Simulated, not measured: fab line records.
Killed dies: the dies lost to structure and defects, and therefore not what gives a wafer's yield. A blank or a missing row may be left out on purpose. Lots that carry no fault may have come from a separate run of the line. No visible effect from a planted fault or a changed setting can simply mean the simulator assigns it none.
Matching of chambers	flow nand_harc	NHARC_A_ONON_D1_DEP_33 on pecvd-01: 3 sister chambers
The step deposits SiO2, target thk 200 nm. 6 wafers are shown with their chamber, then 9 later ones without.

WAFERS PAIRED WITH THEIR CHAMBERS
wafer	chamber	heater_power_w (W)	throttle_valve_pct (%)
L083.2	1	525	16.5
L086.1	1	441	16.7
L086.3	2	562	16.4
L090.1	2	555	16.2
L090.3	0	777	15.0
L090.6	0	783	15.0

WAFERS WITH NO CHAMBER GIVEN
wafer	heater_power_w (W)	throttle_valve_pct (%)
L094.1	452	16.2
L094.4	580	16.1
L094.5	466	16.3
L095.1	828	15.1
L095.5	441	16.2
L095.6	853	15.2
L097.1	485	16.5
L097.3	818	15.0
L097.6	511	16.5

CHAMBER TAKEN BY EACH
wafer	from the rows above	in truth
L094.1	can't be placed: 2 or 1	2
L094.4	2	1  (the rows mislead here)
L094.5	can't be placed: 1 or 2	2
L095.1	0	0
L095.5	can't be placed: 2 or 1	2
L095.6	0	0
L097.1	can't be placed: 1 or 2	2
L097.3	0	0
L097.6	can't be placed: 1 or 2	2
Correctly placed: 3 of 9. These rows do not allow placing 5 (true chamber among the candidates in 5). Wrongly placed: 1.
How it was worked out, from the rows above alone: a wafer's distance from a chamber is the root of the sum, over the readings, of the square of ((its reading less the chamber's mean) divided by the reading's scatter). The wafer belongs to the nearest chamber; if the next one is less than 2 further off, it can't be placed. For every chamber, the mean is computed from those of its wafers that are shown. The scatter: the root of (the sum of the squares of (reading less its chamber's mean) over the shown wafers, divided by (wafers less chambers)).
